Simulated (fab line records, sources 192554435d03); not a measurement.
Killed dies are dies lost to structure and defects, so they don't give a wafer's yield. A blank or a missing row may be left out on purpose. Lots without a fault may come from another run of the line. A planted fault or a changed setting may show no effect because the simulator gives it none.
Which tool did it? | flow n5_finfet | 11 lots, 33 wafers sampled, at 4 steps of a route of 1938

WHAT THE GAUGES READ, wafer by wafer
N5_PASSIVATION_CD_MEAS_44: target cd 40000 nm.
lot  | measured     | on        | cd_nm (nm)
L255 | day 12 09:58 | cd_sem-03 | 40003 40002 40008
L256 | day 12 14:44 | cd_sem-03 | 39999 40002 39997
L258 | day 13 10:50 | cd_sem-02 | 39998 39999 40004
L260 | day 14 04:47 | cd_sem-03 | 40000 40001 40006
L263 | day 14 06:32 | cd_sem-01 | 39994 39994 39997
L262 | day 14 12:53 | cd_sem-01 | 40000 39998 39999
L264 | day 15 02:20 | cd_sem-03 | 40003 40000 40002
L265 | day 15 17:46 | cd_sem-03 | 39995 39997 40000
L271 | day 16 18:55 | cd_sem-02 | 40001 40003 40004
L273 | day 17 13:28 | cd_sem-03 | 40002 40000 39999
L275 | day 18 06:31 | cd_sem-01 | 40000 40006 40004

WHICH TOOL RAN EACH LOT (tool, then ch and the chambers of the sampled wafers, then the start)
lot  | N5_BEOL_M9_ALD_74                   | N5_MIM_BOT_LITHO_DESCUM_10         | N5_PASSIVATION_SPUTTER_20
L255 | ald_metal-04 ch 0,1,3, day 10 02:34 | rie_diel-04 ch 0,1,2, day 12 03:13 | pvd_sputter-02, day 12 07:16
L256 | ald_metal-04 ch 0,1,2, day 10 09:08 | rie_diel-06 ch 0,1,2, day 12 07:25 | pvd_sputter-03, day 12 12:19
L258 | ald_metal-02 ch 1,2,3, day 11 07:04 | rie_diel-06 ch 1,2, day 13 01:41   | pvd_sputter-02, day 13 08:14
L260 | ald_metal-02 ch 1,2,3, day 11 17:46 | rie_diel-06 ch 1,3, day 13 23:46   | pvd_sputter-03, day 14 02:14
L263 | ald_metal-04 ch 2,3, day 12 01:54   | rie_diel-04 ch 0,3, day 13 23:49   | pvd_sputter-02, day 14 04:03
L262 | ald_metal-04 ch 1,2, day 12 06:18   | rie_diel-03 ch 0,2,3, day 14 05:32 | pvd_sputter-02, day 14 10:26
L264 | ald_metal-02 ch 0,2, day 12 12:31   | rie_diel-06 ch 1,2,3, day 14 20:32 | pvd_sputter-03, day 14 23:55
L265 | ald_metal-03 ch 1,2, day 12 19:05   | rie_diel-06 ch 2,3, day 15 08:32   | pvd_sputter-03, day 15 14:40
L271 | ald_metal-02 ch 0,2,3, day 14 01:08 | rie_diel-06 ch 1,2,3, day 16 10:35 | pvd_sputter-03, day 16 16:23
L273 | ald_metal-02 ch 0,3, day 14 22:27   | rie_diel-03 ch 0,1, day 17 04:35   | pvd_sputter-02, day 17 10:52
L275 | ald_metal-03 ch 1,2,3, day 15 21:10 | rie_diel-03 ch 1,2, day 18 01:39   | pvd_sputter-01, day 18 04:03
- N5_BEOL_M9_ALD_74: deposits TaN, target thk 2 nm, pulse time 2 s, purge time 3 s.
- N5_MIM_BOT_LITHO_DESCUM_10: chemistry O2, time 7.9 s.
- N5_PASSIVATION_SPUTTER_20: material TaN, target thk 50 nm.

THE ANSWER, worked out from the rows above alone
Rule: what is usual is taken from the lots themselves. Put in order of their means at a reading, lots are off if they are a third of the lots or fewer, leave a main group of 4 or more, and stand apart from it by a gap of 3 or more times the standard deviation of the main group's means; of several such gaps the widest counts. A main group whose means are all the same, to the digits that the tables above print for the reading, isn't used. A lot without any number at a reading at which 4 lots or more have one is off too. The other lots that the step has rows for count as sound.
No lot is off at any reading shown: from this, nothing can be told.

WHAT THE SIMULATOR HAD PUT IN
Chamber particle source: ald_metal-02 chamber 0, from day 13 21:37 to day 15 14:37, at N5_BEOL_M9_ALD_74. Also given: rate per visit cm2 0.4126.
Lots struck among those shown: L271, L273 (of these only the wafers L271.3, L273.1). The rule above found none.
